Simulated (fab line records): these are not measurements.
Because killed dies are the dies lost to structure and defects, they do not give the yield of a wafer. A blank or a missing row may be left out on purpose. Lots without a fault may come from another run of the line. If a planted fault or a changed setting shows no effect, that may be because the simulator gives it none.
fab line records ; flow n5_finfet
record: lots: 12; wafers: 35; last_day: 17
route steps=1938 shown BEOL_M9@1401 PAD_METAL@1894 PASSIVATION@1910
lots untouched by any fault: they come from a run of this same line in which no faults occurred
start_h: hours from the record's opening day to when the first of the lot's shown wafers began ; wait_h: hours from the lot's prior step to this one ; " as in the row above ; L1.1+2: a single row standing in for several wafers ; - no value present, or no start provided ; * or withheld: withheld ; < > ~ a bound
route shown NAME@n: a module of which the file shows steps, and the number in the route of the first ; usual: mean and standard deviation over wafers with no fault ; same: alike in all rows ; chamber/n: place in a boat ; sites: per-site readings ; _std_site: how widely they spread, as a standard deviation ; _edge_site: the outer-site mean with the inner-site mean subtracted ; radius_mm: for every site, how far away it sits from the centre of the wafer ; mask NAME#n: copy n ; behind: the most recent tool/chamber to have shaped the wafer ; hold: the reason the lot was held/the length of the hold in hours/how it ended ; device: whichever transistor did not switch (one of n, p or np) ; end of line: tests of these same wafers at the route's end ; a step with no rows: only its recipe ; killed: dies lost to structure and defects at the first sort, not the wafer's yield ; map: dies across one wafer; x = killed, . = not, _ = none there
set.NAME: the setting that was run; set.NAME@STEP: the one run at that earlier step ; model.NAME: the simulator's own value behind a step, which no gauge read
steps of the route over a sample of lots; a table a step, a row a wafer
services: when a tool's chamber went out of use (start_h, in hours from the record's first day, below 0 if earlier), for how many hours, and the reason
== steps ==
step: N5_BEOL_M9_ILD_DEP_00
recipe: material: SiCOH_lowk; target_thk_a: 3085.1; temp_c: 300; precursor: DEMS/porogen; pressure_torr: 5; rf_w: 500; time_s: 58
usual: chamber_pressure_Torr: 5.001/0.011; heater_power_w: 337/55; showerhead_plenum_p_Torr: 5.742/0.022; susceptor_temp_C: 299.97/0.19; throttle_valve_pct: 13.5/0.74
lot.wafer;tool;chamber;start_h;wait_h;chamber_pressure_Torr;heater_power_w;showerhead_plenum_p_Torr;since_wet_clean_h;susceptor_temp_C;throttle_valve_pct
L421.2;pecvd-03;2;201.40;0.0;5.001;248;5.746;330;300.02;13.0
L421.3;pecvd-03;0;201.40;0.0;4.991;315;5.765;278;300.03;12.8
L421.4;pecvd-03;0;201.40;0.0;4.989;311;5.762;-;299.86;13.0
L422.1;pecvd-01;2;208.95;0.0;4.986;363;5.716;159;299.61;12.5
L422.5;pecvd-01;0;208.95;0.0;5.012;311;5.773;-;299.83;13.9
L424.3;pecvd-03;2;236.68;0.0;5.001;268;5.733;366;300.18;13.4
L424.4;pecvd-03;1;236.68;0.0;5.019;427;5.754;-;299.65;14.1
L424.6;pecvd-03;0;236.68;0.0;4.988;322;5.753;-;299.93;12.9
L426.2;pecvd-02;0;238.39;0.0;5.015;332;5.748;761;299.65;14.3
L426.4;pecvd-02;0;238.39;0.0;5.001;338;5.745;-;299.79;14.9
L426.6;pecvd-02;2;238.39;0.0;4.992;323;5.740;-;299.99;12.6
L427.4;pecvd-03;2;252.69;0.1;4.978;255;5.741;-;299.87;13.2
L427.5;pecvd-03;0;252.69;0.1;5.012;322;5.759;-;300.12;12.9
L427.6;pecvd-03;1;252.69;0.1;5.007;373;5.760;-;299.99;14.1
L428.1;pecvd-03;2;257.18;0.0;5.004;247;5.756;386;300.02;13.1
L428.2;pecvd-03;1;257.18;0.0;4.999;409;5.758;1867;299.91;14.2
L428.5;pecvd-03;1;257.18;0.0;4.995;330;5.778;-;299.73;14.2
L431.3;pecvd-03;2;270.53;0.0;4.992;259;5.758;399;299.81;13.0
L431.4;pecvd-03;1;270.53;0.0;4.996;401;5.750;-;299.84;14.1
L431.5;pecvd-03;2;270.53;0.0;5.000;276;5.755;-;300.12;13.2
L437.3;pecvd-01;2;301.13;0.0;5.018;352;5.700;251;299.92;12.6
L437.5;pecvd-01;2;301.13;0.0;5.004;355;5.701;-;299.91;12.7
L437.6;pecvd-01;1;301.13;0.0;4.983;431;5.708;-;299.59;13.3
L438.1;pecvd-02;2;307.65;0.0;5.012;333;5.745;76;299.86;13.0
L438.2;pecvd-02;1;307.65;0.0;5.001;308;5.752;1555;299.80;14.8
L438.6;pecvd-02;0;307.65;0.0;4.998;336;5.734;-;299.91;14.6
L442.1;pecvd-01;2;326.64;0.0;5.003;355;5.701;277;299.89;12.9
L442.4;pecvd-01;0;326.64;0.0;5.007;341;5.762;-;300.14;13.8
L442.5;pecvd-01;0;326.64;0.0;5.001;349;5.776;-;299.76;13.9
L441.1;pecvd-02;0;328.71;0.0;5.007;330;5.754;851;299.98;14.6
L441.2;pecvd-02;2;328.71;0.0;5.014;357;5.730;97;300.00;12.9
L441.4;pecvd-02;2;328.71;0.0;5.005;361;5.759;-;300.06;12.5
L443.1;pecvd-01;2;345.76;0.0;5.003;370;5.699;296;299.63;12.8
L443.2;pecvd-01;1;345.76;0.0;5.002;450;5.710;1775;300.29;13.4
L443.3;pecvd-01;0;345.76;0.0;5.005;315;5.772;1050;300.14;13.6
step: N5_PASSIVATION_PRE_CLEAN_19
recipe: gas: H2/He; time_s: *; temp_c: *
usual: heater_power_w: 454/26; susceptor_temp_C: *
lot.wafer;tool;chamber;start_h;wait_h;heater_power_w;susceptor_temp_C
L421.2;pvd_sputter-02;-;258.55;0.0;449;*
L421.3;pvd_sputter-02;-;258.55;0.0;436;*
L421.4;pvd_sputter-02;-;258.55;0.0;496;*
L422.1;pvd_sputter-03;-;269.83;0.0;461;*
L422.5;pvd_sputter-03;-;269.83;0.0;492;*
L424.3;pvd_sputter-02;-;292.73;0.0;445;*
L424.4;pvd_sputter-02;-;292.73;0.0;487;*
L424.6;pvd_sputter-02;-;292.73;0.0;434;*
L426.2;pvd_sputter-02;-;303.08;0.0;446;*
L426.4;pvd_sputter-02;-;303.08;0.0;448;*
L426.6;pvd_sputter-02;-;303.08;0.0;498;*
L427.4;pvd_sputter-01;-;313.93;0.0;471;*
L427.5;pvd_sputter-01;-;313.93;0.0;459;*
L427.6;pvd_sputter-01;-;313.93;0.0;380;*
L428.1;pvd_sputter-01;-;319.89;0.0;468;*
L428.2;pvd_sputter-01;-;319.89;0.0;380;*
L428.5;pvd_sputter-01;-;319.89;0.0;474;*
L431.3;pvd_sputter-01;-;331.27;0.0;397;*
L431.4;pvd_sputter-01;-;331.27;0.0;442;*
L431.5;pvd_sputter-01;-;331.27;0.0;432;*
L437.3;pvd_sputter-02;-;364.54;0.0;446;*
L437.5;pvd_sputter-02;-;364.54;0.0;485;*
L437.6;pvd_sputter-02;-;364.54;0.0;440;*
L438.1;pvd_sputter-02;-;367.88;0.0;442;*
L438.2;pvd_sputter-02;-;367.88;0.0;463;*
L438.6;pvd_sputter-02;-;367.88;0.0;473;*
L442.1;pvd_sputter-03;-;384.69;0.0;474;*
L442.4;pvd_sputter-03;-;384.69;0.0;453;*
L442.5;pvd_sputter-03;-;384.69;0.0;452;*
L441.1;pvd_sputter-01;-;388.67;0.0;442;*
L441.2;pvd_sputter-01;-;388.67;0.0;462;*
L441.4;pvd_sputter-01;-;388.67;0.0;375;*
L443.1;pvd_sputter-03;-;402.68;0.0;459;*
L443.2;pvd_sputter-03;-;402.68;0.0;449;*
L443.3;pvd_sputter-03;-;402.68;0.0;489;*
step: N5_PASSIVATION_ETCH_59
recipe: chemistry: Cl2/BCl3; target: TaN; target_depth_a: 650; time_s: 34.9; ion_energy_ev: 100; pressure_mtorr: 10; icp_w: 900; bias_w: 100; Cl2_flow_sccm: 60; bcl3_flow_sccm: 30
usual: drypump_motor_current_A: 5.6/0.34; oes_product_au: 0.83/0.038; throttle_valve_pct: 21.22/0.18
lot.wafer;tool;chamber;start_h;wait_h;drypump_motor_current_A;oes_product_au;rf_hours_counter_h;throttle_valve_pct
L421.2;rie_metal-03;0;259.76;0.3;5.2;0.90;5;21.08
L421.3;rie_metal-03;0;259.76;0.3;5.2;0.91;-;21.08
L421.4;rie_metal-03;1;259.76;0.3;5.5;0.86;-;21.52
L422.1;rie_metal-02;1;271.14;0.3;5.6;0.79;50;21.02
L422.5;rie_metal-02;1;271.14;0.3;5.6;0.79;-;21.04
L424.3;rie_metal-01;1;294.11;0.2;5.6;0.88;-;21.31
L424.4;rie_metal-01;0;294.11;0.2;6.2;0.82;-;21.06
L424.6;rie_metal-01;1;294.11;0.2;5.6;0.88;-;21.30
L426.2;rie_metal-02;1;304.26;0.3;5.6;0.77;53;21.05
L426.4;rie_metal-02;1;304.26;0.3;5.6;0.77;-;21.05
L426.6;rie_metal-02;1;304.26;0.3;5.6;0.78;-;21.02
L427.4;rie_metal-01;1;315.29;0.2;5.6;0.88;-;21.32
L427.5;rie_metal-01;0;315.29;0.2;6.3;0.81;-;21.07
L427.6;rie_metal-01;1;315.29;0.2;5.6;0.87;-;21.31
L428.1;rie_metal-02;1;321.37;0.3;5.6;0.77;54;21.05
L428.2;rie_metal-02;0;321.37;0.3;5.4;0.82;22;21.14
L428.5;rie_metal-02;1;321.37;0.3;5.6;0.76;-;21.07
L431.3;rie_metal-01;0;332.67;0.2;6.2;0.80;-;21.09
L431.4;rie_metal-01;1;332.67;0.2;5.6;0.87;-;21.34
L431.5;rie_metal-01;0;332.67;0.2;6.2;0.80;-;21.09
L437.3;rie_metal-02;1;365.88;0.2;5.6;0.76;-;21.05
L437.5;rie_metal-02;0;365.88;0.2;5.4;0.82;-;21.14
L437.6;rie_metal-02;1;365.88;0.2;5.6;0.75;-;21.07
L438.1;rie_metal-01;1;369.50;0.3;5.6;0.84;24;21.37
L438.2;rie_metal-01;0;369.50;0.3;6.2;0.78;31;21.09
L438.6;rie_metal-01;0;369.50;0.3;6.2;0.78;-;21.09
L442.1;rie_metal-03;0;385.92;0.3;5.2;0.84;18;21.12
L442.4;rie_metal-03;0;385.92;0.3;5.2;0.83;-;21.12
L442.5;rie_metal-03;1;385.92;0.3;5.6;0.82;-;21.56
L441.1;rie_metal-03;0;389.88;0.3;5.2;0.82;19;21.12
L441.2;rie_metal-03;1;389.88;0.3;5.5;0.83;32;21.54
L441.4;rie_metal-03;1;389.88;0.3;5.5;0.82;-;21.55
L443.1;rie_metal-01;1;403.93;0.3;5.6;0.83;28;21.36
L443.2;rie_metal-01;0;403.93;0.3;6.2;0.78;35;21.11
L443.3;rie_metal-01;0;403.93;0.3;6.3;0.77;-;21.11
step: N5_PASSIVATION_PROBE_49
usual: defect_limited_yield: 91.4/1.6; killed_at_M0_to_M3: 35/10; killed_at_M4_up: 12/4.7; killed_at_contacts: 12/5.8; killed_at_front_end: 38/12; killed_at_other: 4/3.2; killed_dies: 102/18; killed_on_rim: 13/4.2; killed_open: 68/14; killed_short: 32/8; sort_bin_4_leakage: 0.00/0.043; sort_bin_5_function: 5.1/0.96; sort_bin_6_memory: 3.2/0.77; sort_bin_8_speed: 0.1/0.39; sort_n_pass: 1078/20; sort_yield_pct: 91.3/1.7
same: gross_dies: 1180; killed_at_back_side: 0
lot.wafer;tool;chamber;start_h;wait_h;defect_limited_yield[%];killed_at_M0_to_M3;killed_at_M4_up;killed_at_contacts;killed_at_front_end;killed_at_other;killed_dies;killed_on_rim;killed_open;killed_short;sort_bin_4_leakage[%];sort_bin_5_function[%];sort_bin_6_memory[%];sort_bin_8_speed[%];sort_n_pass;sort_yield_pct[%]
L421.2;prober-01;-;264.12;0.1;92.4;37;7;6;35;5;90;10;67;22;0;4.3;3.2;0;1090;92.4
L421.3;prober-01;-;264.17;0.1;94.2;22;5;2;35;4;68;9;40;28;0;3.5;2.1;0;1112;94.2
L421.4;prober-01;-;264.22;0.2;92.1;34;14;16;28;1;93;10;66;26;0;4.4;3.3;0;1087;92.1
L424.3;prober-02;-;298.86;0.1;90.6;43;16;13;33;6;111;12;72;37;0;5.9;3.4;0;1069;90.6
L424.4;prober-02;-;298.91;0.2;91.1;33;21;12;30;9;105;12;66;37;0;5.4;3.0;0;1075;91.1
L424.6;prober-02;-;299.01;0.3;92.0;27;11;9;43;4;94;9;55;35;0;4.9;2.9;0.2;1084;91.9
L431.3;prober-02;-;337.05;0.1;92.7;36;10;5;31;4;86;8;48;36;0;5.2;1.9;0;1094;92.7
L431.4;prober-02;-;337.10;0.2;86.4;38;75;6;38;3;160;33;67;32;0;7.6;4.6;0;1020;86.4
L431.5;prober-02;-;337.15;0.2;92.4;31;13;10;34;2;90;14;57;33;0;4.3;3.1;0;1090;92.4
L437.3;prober-02;-;370.36;0.1;90.5;29;16;12;54;1;112;9;74;38;0;6.1;2.9;0;1068;90.5
L437.5;prober-02;-;370.46;0.2;90.6;41;10;11;45;4;111;14;71;40;0;5.4;3.9;0;1069;90.6
L438.1;prober-01;-;373.94;0.0;89.0;53;1;4;69;3;130;24;89;41;0;5.8;4.9;0;1050;89.0
L438.2;prober-01;-;373.99;0.1;91.2;33;7;12;47;5;104;10;81;23;0;5.1;3.5;0;1076;91.2
L438.6;prober-01;-;374.19;0.3;89.9;40;14;12;51;2;119;14;84;35;0;5.7;4.2;0;1061;89.9
L442.4;prober-02;-;390.90;0.5;89.3;46;9;22;40;9;126;20;74;52;0;5.9;4.2;0;1054;89.3
L442.5;prober-02;-;390.95;0.6;89.7;58;11;13;37;3;122;14;75;45;0;5.8;4.1;0;1058;89.7
L441.1;prober-01;-;394.30;0.0;93.0;18;8;10;35;12;83;17;52;31;0;4.4;2.5;0;1097;93.0
L441.2;prober-01;-;394.35;0.1;91.6;23;5;4;61;6;99;13;64;35;0;4.4;3.6;0;1081;91.6
L441.4;prober-01;-;394.45;0.2;90.4;30;12;11;52;8;113;14;79;34;0;6.4;3.1;0;1067;90.4
L443.1;prober-01;-;408.40;0.0;93.4;20;10;13;29;6;78;11;44;30;0;4.1;2.1;0;1102;93.4
L443.2;prober-01;-;408.45;0.1;94.0;16;11;15;23;6;71;10;42;29;0;3.4;2.1;0;1109;94.0
L443.3;prober-01;-;408.50;0.1;93.9;18;11;5;38;0;72;8;50;22;0;3.1;2.9;0;1108;93.9
killed by level:class
L421.2 STI_FIN_REVEAL:geometric_particle:open=11 BEOL_M0_SAQP:geometric_particle:open=9 BEOL_M2:geometric_particle:open=8 DUMMY_GATE:geometric_particle:open=8 BEOL_M1:geometric_particle:open=8 FIN_SAQP:geometric_particle:open=5 MOL_CONTACT_COAG:geometric_particle:open=5 BEOL_M0_SAQP:geometric_particle:short=5
L421.3 STI_FIN_REVEAL:geometric_particle:open=10 FIN_SAQP:geometric_particle:short=8 BEOL_M0_SAQP:geometric_particle:short=5 DUMMY_GATE:geometric_particle:open=4 BEOL_M2:geometric_particle:open=4 FIN_SAQP:geometric_particle:open=3 BEOL_M1:geometric_particle:open=3 STARTING-WAFER:geometric_particle:short=3
L421.4 MOL_CONTACT_COAG:geometric_particle:open=12 STI_FIN_REVEAL:geometric_particle:open=10 BEOL_M2:geometric_particle:open=9 BEOL_M0_SAQP:geometric_particle:open=7 BEOL_M4:geometric_particle:open=5 MOL_CONTACT_COAG:geometric_particle:short=4 BEOL_M0_SAQP:geometric_particle:short=4 BEOL_M1:geometric_particle:open=4
L424.3 BEOL_M2:geometric_particle:open=18 BEOL_M1:geometric_particle:open=11 MOL_CONTACT_COAG:geometric_particle:open=9 FIN_SAQP:geometric_particle:short=8 STI_FIN_REVEAL:geometric_particle:open=6 DUMMY_GATE:geometric_particle:open=6 BEOL_M4:geometric_particle:open=6 FIN_SAQP:geometric_particle:open=5
L424.4 BEOL_M4:geometric_particle:open=15 FIN_SAQP:geometric_particle:open=10 MOL_CONTACT_COAG:geometric_particle:open=10 BEOL_M2:geometric_particle:short=7 BEOL_M1:geometric_particle:open=6 BEOL_M3:geometric_particle:open=6 BEOL_M2:geometric_particle:open=5 FIN_SAQP:geometric_particle:short=4
L424.6 FIN_SAQP:geometric_particle:open=14 BEOL_M1:geometric_particle:open=11 FIN_SAQP:geometric_particle:short=9 MOL_CONTACT_COAG:geometric_particle:open=5 STI_FIN_REVEAL:geometric_particle:open=4 MOL_CONTACT_COAG:geometric_particle:short=4 DUMMY_GATE:geometric_particle:open=3 GATE_CUT:geometric_particle:short=3
L431.3 BEOL_M0_SAQP:geometric_particle:short=11 BEOL_M1:geometric_particle:open=8 BEOL_M0_SAQP:geometric_particle:open=8 FIN_SAQP:geometric_particle:short=4 DUMMY_GATE:geometric_particle:open=4 GATE_CUT:geometric_particle:short=4 MOL_CONTACT_COAG:geometric_particle:open=4 BEOL_M4:geometric_particle:open=4
L431.4 BEOL_M9:unspecified=59 BEOL_M0_SAQP:geometric_particle:open=12 BEOL_M4:geometric_particle:open=10 BEOL_M1:geometric_particle:open=9 BEOL_M0_SAQP:geometric_particle:short=6 BEOL_M3:geometric_particle:open=6 FIN_SAQP:geometric_particle:short=5 FIN_SAQP:geometric_particle:open=5
L431.5 FIN_SAQP:geometric_particle:short=14 BEOL_M1:geometric_particle:open=11 BEOL_M4:geometric_particle:open=8 FIN_SAQP:geometric_particle:open=6 MOL_CONTACT_COAG:geometric_particle:open=6 BEOL_M0_SAQP:geometric_particle:open=6 BEOL_M2:geometric_particle:short=5 MOL_CONTACT_COAG:geometric_particle:short=4
L437.3 FIN_SAQP:geometric_particle:open=15 FIN_SAQP:geometric_particle:short=11 BEOL_M3:geometric_particle:open=11 MOL_CONTACT_COAG:geometric_particle:open=10 BEOL_M4:geometric_particle:open=7 GATE_CUT:geometric_particle:open=6 STARTING-WAFER:geometric_particle:short=6 BEOL_M0_SAQP:geometric_particle:open=5
L437.5 BEOL_M3:geometric_particle:open=19 FIN_SAQP:geometric_particle:open=16 FIN_SAQP:geometric_particle:short=10 BEOL_M0_SAQP:geometric_particle:short=10 MOL_CONTACT_COAG:geometric_particle:open=9 DUMMY_GATE:geometric_particle:open=6 BEOL_M1:geometric_particle:short=4 BEOL_M5:geometric_particle:open=3
L438.1 STI_FIN_REVEAL:geometric_particle:open=22 FIN_SAQP:geometric_particle:open=21 BEOL_M0_SAQP:geometric_particle:short=10 BEOL_M3:geometric_particle:open=10 BEOL_M1:geometric_particle:open=9 BEOL_M0_SAQP:geometric_particle:open=8 FIN_SAQP:geometric_particle:short=7 STARTING-WAFER:geometric_particle:open=7
L438.2 FIN_SAQP:geometric_particle:open=22 BEOL_M0_SAQP:geometric_particle:open=11 MOL_CONTACT_COAG:geometric_particle:open=9 FIN_SAQP:geometric_particle:short=9 BEOL_M2:geometric_particle:open=6 BEOL_M0_SAQP:geometric_particle:short=5 BEOL_M1:geometric_particle:open=5 BEOL_M3:geometric_particle:open=5
L438.6 FIN_SAQP:geometric_particle:open=16 STI_FIN_REVEAL:geometric_particle:open=11 MOL_CONTACT_COAG:geometric_particle:open=11 BEOL_M3:geometric_particle:open=6 BEOL_M1:geometric_particle:open=6 BEOL_M0:geometric_particle:open=5 BEOL_M2:geometric_particle:open=5 BEOL_M4:geometric_particle:open=4
L442.4 MOL_CONTACT_COAG:geometric_particle:open=17 BEOL_M3:geometric_particle:open=12 GATE_CUT:geometric_particle:short=11 FIN_SAQP:geometric_particle:short=10 BEOL_M0_SAQP:geometric_particle:short=9 BEOL_M0_SAQP:geometric_particle:open=7 BEOL_M1:geometric_particle:open=6 MOL_CONTACT_COAG:geometric_particle:short=5
L442.5 FIN_SAQP:geometric_particle:short=11 BEOL_M0_SAQP:geometric_particle:open=11 BEOL_M0_SAQP:geometric_particle:short=10 BEOL_M1:geometric_particle:open=9 BEOL_M2:geometric_particle:open=9 MOL_CONTACT_COAG:geometric_particle:open=8 GATE_CUT:geometric_particle:short=6 BEOL_M3:geometric_particle:open=6
L441.1 STI_FIN_REVEAL:geometric_particle:open=15 MIM_TOP:geometric_particle:short=8 FIN_SAQP:geometric_particle:short=6 MOL_CONTACT_COAG:geometric_particle:short=5 DUMMY_GATE:geometric_particle:open=5 MOL_CONTACT_COAG:geometric_particle:open=5 BEOL_M2:geometric_particle:open=5 BEOL_M4:geometric_particle:open=5
L441.2 STI_FIN_REVEAL:geometric_particle:open=17 DUMMY_GATE:geometric_particle:open=9 BEOL_M3:geometric_particle:open=8 FIN_SAQP:geometric_particle:open=7 FIN_SAQP:geometric_particle:short=6 MIM_TOP:geometric_particle:open=5 STARTING-WAFER:geometric_particle:short=5 STARTING-WAFER:geometric_particle:open=5
L441.4 STI_FIN_REVEAL:geometric_particle:open=16 BEOL_M2:geometric_particle:open=10 MOL_CONTACT_COAG:geometric_particle:open=9 DUMMY_GATE:geometric_particle:open=8 FIN_SAQP:geometric_particle:short=6 BEOL_M3:geometric_particle:open=6 FIN_SAQP:geometric_particle:open=5 BEOL_M4:geometric_particle:open=5
L443.1 MOL_CONTACT_COAG:geometric_particle:open=10 BEOL_M3:geometric_particle:open=8 FIN_SAQP:geometric_particle:short=7 STI_FIN_REVEAL:geometric_particle:open=7 BEOL_M0_SAQP:geometric_particle:short=6 HKMG_FIN:area_etch=4 MOL_CONTACT_COAG:geometric_particle:short=3 BEOL_M4:geometric_particle:open=3
L443.2 MOL_CONTACT_COAG:geometric_particle:open=11 FIN_SAQP:geometric_particle:short=8 BEOL_M4:geometric_particle:open=7 BEOL_M2:geometric_particle:short=5 MOL_CONTACT_COAG:geometric_particle:short=4 FIN_SAQP:geometric_particle:open=3 STI_FIN_REVEAL:geometric_particle:open=3 BEOL_M3:geometric_particle:open=3
L443.3 FIN_SAQP:geometric_particle:open=10 STI_FIN_REVEAL:geometric_particle:open=7 FIN_SAQP:geometric_particle:short=6 BEOL_M2:geometric_particle:open=6 MOL_CONTACT_COAG:geometric_particle:open=5 STARTING-WAFER:geometric_particle:short=4 BEOL_M3:geometric_particle:open=4 STARTING-WAFER:geometric_particle:open=4
== services ==
tool;chamber;start_h;hours;kind
pecvd-03;2;178.89;16.5;scheduled_down
rie_metal-03;0;180.33;-;clean
rie_metal-03;0;180.33;12.5;scheduled_down
rie_metal-03;0;180.33;12.5;vent_cycle
rie_metal-02;1;182.90;7.5;repair
pecvd-02;2;202.38;-;clean
pecvd-02;2;202.38;-;consumable_replace:showerhead
pecvd-02;2;202.38;29.0;scheduled_down
pecvd-02;2;202.38;29.0;vent_cycle
pecvd-03;0;209.19;2.1;scheduled_down
rie_metal-02;0;216.12;14.3;repair
pecvd-01;1;233.27;5.5;scheduled_down
rie_metal-02;1;247.14;1.0;repair
pecvd-02;0;251.39;5.1;repair
rie_metal-01;1;257.34;21.6;repair
rie_metal-03;1;268.52;2.2;repair
rie_metal-01;0;268.57;3.3;repair
rie_metal-02;0;277.96;4.4;repair
pecvd-01;0;279.00;2.1;scheduled_down
pecvd-01;-;297.19;1.4;repair
pecvd-01;1;314.37;13.0;repair
rie_metal-02;1;338.72;3.2;repair
pvd_sputter-01;-;346.24;2.4;repair
rie_metal-03;-;395.98;10.0;pm
== key ==
first_sign: step: N5_PASSIVATION_PROBE_49; reading: killed_at_M4_up; direction: up; sigmas: 13; usual: 12; struck: 75
effect: step: N5_PASSIVATION_PROBE_49; reading: killed_dies; direction: up; sigmas: 3.2; usual: 102; struck: 160
more_kills_born_at: N5_BEOL_M9_ILD_DEP_00@pecvd-03: 59
met_at N5_BEOL_M9_ILD_DEP_00
struck_lots L431
struck_wafers L431.4
not_acting_at N5_PASSIVATION_PRE_CLEAN_19,N5_PASSIVATION_ETCH_59
onset_between 257.18 270.53
fault: kind: chamber_particle_source; tool: pecvd-03; chamber: 1; onset_h: 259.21; steps: N5_BEOL_M9_ILD_DEP_00; rate_per_visit_cm2: 0.42504; end_h: 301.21
